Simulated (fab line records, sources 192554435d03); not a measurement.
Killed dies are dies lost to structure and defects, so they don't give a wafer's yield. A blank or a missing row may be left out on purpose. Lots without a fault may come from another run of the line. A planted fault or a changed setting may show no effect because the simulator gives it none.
Split-lot experiment | flow n5_finfet | 7 lots, 21 wafers read, on a route of 1938 steps

THE SPLIT
At N5_BEOL_M14_TRENCH_ETCH_34 (etches SiO2 in C4F8/O2/Ar, target depth 556.65 nm, time 126.9 s), the setting time_s was moved away from the recipe's 126.9 s on 6 of the 21 wafers read, by -18.4% to +12.6%. The other wafers ran this setting at the recipe's value.

FROM THE SPLIT TO THE READING: what the file shows between them, 10 steps
- N5_BEOL_M14_STRIP_70: strips in C4F8/O2/Ar
- N5_BEOL_M14_OCD_MEAS_35
- N5_BEOL_M14_STRIP_37: strips in O2
- N5_BEOL_M14_ETCH_38: etches SiCN in CF4/N2, target depth 106.5 nm, time 120.6 s
- N5_BEOL_M14_ECD_47: material Cu, target thk 1248 nm
- N5_BEOL_M14_ANNEAL_48: time 90 s
- N5_BEOL_M14_CMP_49: polishes, stops on SiO2, t overpolish 5.2 s, target thk 560 nm
- N5_BEOL_M14_THK_MEAS_50: measures by xrf
- N5_BEOL_M14_PRE_CLEAN_52: time 15 s
- N5_BEOL_M14_DEP_53: deposits SiCN from 3MS/NH3, target thk 50 nm, time 17.8 s

THE READING
M14_RS, in ohm/sq, at N5_BEOL_M14_RS_MEAS_54 (measures by four-point-probe). Fault-free wafers of this fab line usually give 0.0331 ohm/sq, standard deviation 0.00053 ohm/sq.

wafer  | tool, chamber at the split | time_s as run, s | against the recipe | M14_RS, ohm/sq | against lot-mates on the recipe
L076.3 | rie_diel-03, 0             | 126.9            | recipe             | 0.0336         | -
L076.5 | rie_diel-03, 0             | 126.9            | recipe             | 0.0336         | -
L076.6 | rie_diel-03, 1             | 126.9            | recipe             | 0.0340         | -
L077.1 | rie_diel-04, 2             | 142.9            | +12.6%             | 0.0292         | -0.0033
L077.3 | rie_diel-04, 3             | 126.9            | recipe             | 0.0326         | -
L077.4 | rie_diel-04, 1             | 126.9            | recipe             | 0.0325         | -
L079.2 | rie_diel-06, 0             | 126.9            | recipe             | 0.0340         | -
L079.4 | rie_diel-06, 2             | 126.9            | recipe             | 0.0333         | -
L079.6 | rie_diel-06, 1             | 126.9            | recipe             | 0.0329         | -
L080.3 | rie_diel-04, 3             | 103.5            | -18.4%             | 0.0398         | no lot-mate on the recipe
L080.4 | rie_diel-04, 1             | 103.5            | -18.4%             | 0.0403         | no lot-mate on the recipe
L080.6 | rie_diel-04, 3             | 103.5            | -18.4%             | 0.0399         | no lot-mate on the recipe
L083.3 | rie_diel-04, 1             | 126.9            | recipe             | 0.0329         | -
L083.4 | rie_diel-04, 2             | 126.9            | recipe             | 0.0333         | -
L083.5 | rie_diel-04, 1             | 126.9            | recipe             | 0.0328         | -
L092.1 | rie_diel-04, 1             | 126.9            | recipe             | 0.0329         | -
L092.4 | rie_diel-04, 3             | 106.6            | -16.0%             | 0.0392         | +0.0063
L092.5 | rie_diel-04, 0             | 106.6            | -16.0%             | 0.0395         | +0.0066
L097.4 | rie_diel-06, 3             | 126.9            | recipe             | 0.0320         | -
L097.5 | rie_diel-06, 1             | 126.9            | recipe             | 0.0327         | -
L097.6 | rie_diel-06, 0             | 126.9            | recipe             | 0.0325         | -

THE FIT
A straight line over all 21 wafers: M14_RS changes by -0.000372 ohm/sq for each +1% of time_s; r = -0.99; the points scatter about the line by 0.00055 ohm/sq.
The same after taking each lot's own level away (the mean of its wafers on the recipe; 18 wafers): -0.000367 ohm/sq for each +1%; r = -0.98; scatter 0.00044 ohm/sq.
On that fit, the largest move of time_s shifts the reading by 0.0068 ohm/sq.
The lots' own levels span 0.03240 to 0.03373 ohm/sq, that is 2.5 times the standard deviation above.
So the lot-to-lot level changes the slope little: the two slopes agree.
Check: with one of the wafers moved furthest among these (-16.0%) left out of the fit, the line predicts +0.0058 ohm/sq for it against its lot-mates. It came out at +0.0063 ohm/sq against them.

OTHER SPLITS ON THESE WAFERS
These wafers also went through other splits before the reading. Each is held against what the fit with the lots' levels taken away leaves over:
other split on the same wafers | wafers away from the commonest value | r with M14_RS (lot level and that fit taken away)
N5_BEOL_M13_EXPOSE_25 dose_mj  | 7                                    | -0.27

THE WHOLE CHAIN: every reading that the file lists as answering this split, in the file's order
step                       | what it does                                                    | reading                                                                       | change (the file's fit)               | r (the file's)
N5_BEOL_M14_TRENCH_ETCH_34 | etches SiO2 in C4F8/O2/Ar, target depth 556.65 nm, time 126.9 s | etch.depth_nm (the simulator's own value, which no gauge read)                | +5.33 nm for each +1% of the setting  | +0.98
N5_BEOL_M14_OCD_MEAS_35    |                                                                 | trench_depth_nm                                                               | +5.33 nm for each +1% of the setting  | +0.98
N5_BEOL_M14_CMP_49         | polishes, stops on SiO2, t overpolish 5.2 s, target thk 560 nm  | Cu_of_BEOL_M14_ECD_47.thk_nm (the simulator's own value, which no gauge read) | +5.42 nm for each +1% of the setting  | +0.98
N5_BEOL_M14_THK_MEAS_50    | measures by xrf                                                 | M14_THK                                                                       | +5.29 for each +1% of the setting     | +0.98
N5_BEOL_M14_RS_MEAS_54     | measures by four-point-probe                                    | M14_RS                                                                        | -0.000353 for each +1% of the setting | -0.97

THE FILE'S OWN FIT
M14_RS changes by -0.000353 ohm/sq for each +1% of time_s, r = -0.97.
